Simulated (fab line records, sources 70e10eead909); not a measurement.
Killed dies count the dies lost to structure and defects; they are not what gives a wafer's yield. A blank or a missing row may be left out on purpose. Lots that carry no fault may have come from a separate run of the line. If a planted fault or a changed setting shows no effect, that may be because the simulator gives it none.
Struck lot and sound lot, side by side + flow nand-harc + 15 steps out of a route of 1159
Sound: these wafers, L102.3, L102.5, L102.6. Struck: wafers L993.2, L993.4. Last of all comes the cause.
At each step with rows: each side's tool, then ch and its chambers, then its first start. Under that, the readings that differ: sound wafers + struck wafers + difference of the means + sigmas: that difference in standard deviations of wafers without a fault.
alike: words and numbers the same on both sides, and readings whose means are apart by under 2 such deviations; not compared: readings that were withheld, readings missing a value for some wafer, numbers with overlapping values and no deviation given by the record, and bounds like >300 which may hide the same value.
Wherever a step has rows on one side only, a row that says differs or no value, or a row with sigmas, the two part there. When numbers do not overlap yet have no deviation, they are printed without sigmas and do not part them. A reading missing from all wafers of one side parts the sides only when that side holds two or more wafers.

NHARC_P_CONTACT_DESCUM_17: chemistry O2, time 3 s.
  sound on rie-diel-08 ch 1,2, day 11 02:51; struck on rie-diel-09 ch 0,1, day 8 22:47
  alike: drypump-motor-current-A, o2-flow-sccm, oes-product-au, rf-vpp-V, showerhead-plenum-p-Torr, throttle-valve-pct
  not compared: rf-hours-counter-h
NHARC_P_CONTACT_ETCH_35: etches the open film in CF4, target depth 39 nm, time 65 s.
  sound on rie-diel-08 ch 0,1, day 11 02:56; struck on rie-diel-09 ch 2,3, day 8 22:52
| reading                | sound                | struck        | difference | sigmas |
|------------------------|----------------------|---------------|------------|--------|
| throttle-valve-pct (%) | 13.292 13.298 13.289 | 13.278 13.270 | -0.019     | -2     |
  alike: bias-w, drypump-motor-current-A, oes-product-au, rf-vpp-V, showerhead-plenum-p-Torr
  not compared: rf-hours-counter-h
then, 1 step without rows for these wafers: NHARC_P_CONTACT_ETCH_36 (etches the open film in N2/H2, target depth 260 nm, time 406.25 s).
NHARC_P_CONTACT_ETCH_18: etches the open film in C4F8/O2/Ar, target depth 481 nm, time 240.5 s.
  sound: rie-diel-08 ch 0,1,3; struck: rie-diel-09 ch 0,2
  alike: bias-w, oes-product-au, rf-vpp-V
  not compared: rf-hours-counter-h
then, 1 step without rows for these wafers: NHARC_P_CONTACT_STRIP_37 (strips in C4F8/O2/Ar).
NHARC_P_CONTACT_ETCH_31: etches the open film in CH3F/O2, target depth 30 nm, time 85.7 s.
  sound: rie-diel-08 ch 1,2,3; struck: rie-diel-09 ch 0,3
| reading                         | sound             | struck      | difference | sigmas |
|---------------------------------|-------------------|-------------|------------|--------|
| rf-vpp-V (V)                    | 244.0 241.7 243.0 | 246.4 246.3 | +3.5       | +2     |
| showerhead-plenum-p-Torr (Torr) | 2.43 2.32 2.36    | 2.58 2.48   | +0.16      | +2     |
  alike: bias-w, ch3f-flow-sccm, drypump-motor-current-A, o2-flow-sccm, oes-product-au, throttle-valve-pct
  not compared: rf-hours-counter-h
NHARC_P_CONTACT_CD_MEAS_19:
  sound: cd-sem-01 at day 11 03:53; struck: cd-sem-02 at day 8 23:40
  alike: cd-nm
then, 2 steps without rows for these wafers: NHARC_P_CONTACT_STRIP_28 (strips in O2); NHARC_P_CONTACT_STRIP_29 (strips in post etch residue remover, time 1200 s).
NHARC_P_CONTACT_DEGAS_38: time 60 s.
  sound: pvd-sputter-02 at day 11 04:37; struck: pvd-sputter-02 at day 9 00:23
  alike: heater-power-w
then, 2 steps without rows for these wafers: NHARC_P_CONTACT_PRE_CLEAN_39 (time 19.5 s); NHARC_P_CONTACT_PVD_32 (deposits Ti, target thk 5 nm, time 17.7 s).
NHARC_P_CONTACT_ALD_22: deposits TiN, target thk 3 nm, pulse time 1 s, ald cycles 150.
  sound on ald-metal-02 ch 1,2, day 11 04:51; struck on ald-metal-04 ch 0,1, day 9 00:38
| reading    | sound       | struck  | difference | sigmas |
|------------|-------------|---------|------------|--------|
| ald-cycles | 150 150 150 | 285 285 | +135       |        |
  alike: heater-power-w, precursor-pulse-height-rel
then, 1 step without rows for these wafers: NHARC_P_CONTACT_CVD_23 (deposits W, target thk 200 nm, time 557 s).
-- the record jumps here: 13 days lie between the struck wafers' starts before and after (it left off in module P_CONTACT and takes up again in module END, whose first step shown is number 1159 of the route) --
NHARC_END_SORT_01:
  the record has rows for the struck wafers here (prober-02 ch 0, day 22 02:52) and none for the sound ones

WHERE THEY PART
Earliest at NHARC_P_CONTACT_ETCH_35; latest, in this record, at NHARC_END_SORT_01.

WHY: what had been put in by the simulator
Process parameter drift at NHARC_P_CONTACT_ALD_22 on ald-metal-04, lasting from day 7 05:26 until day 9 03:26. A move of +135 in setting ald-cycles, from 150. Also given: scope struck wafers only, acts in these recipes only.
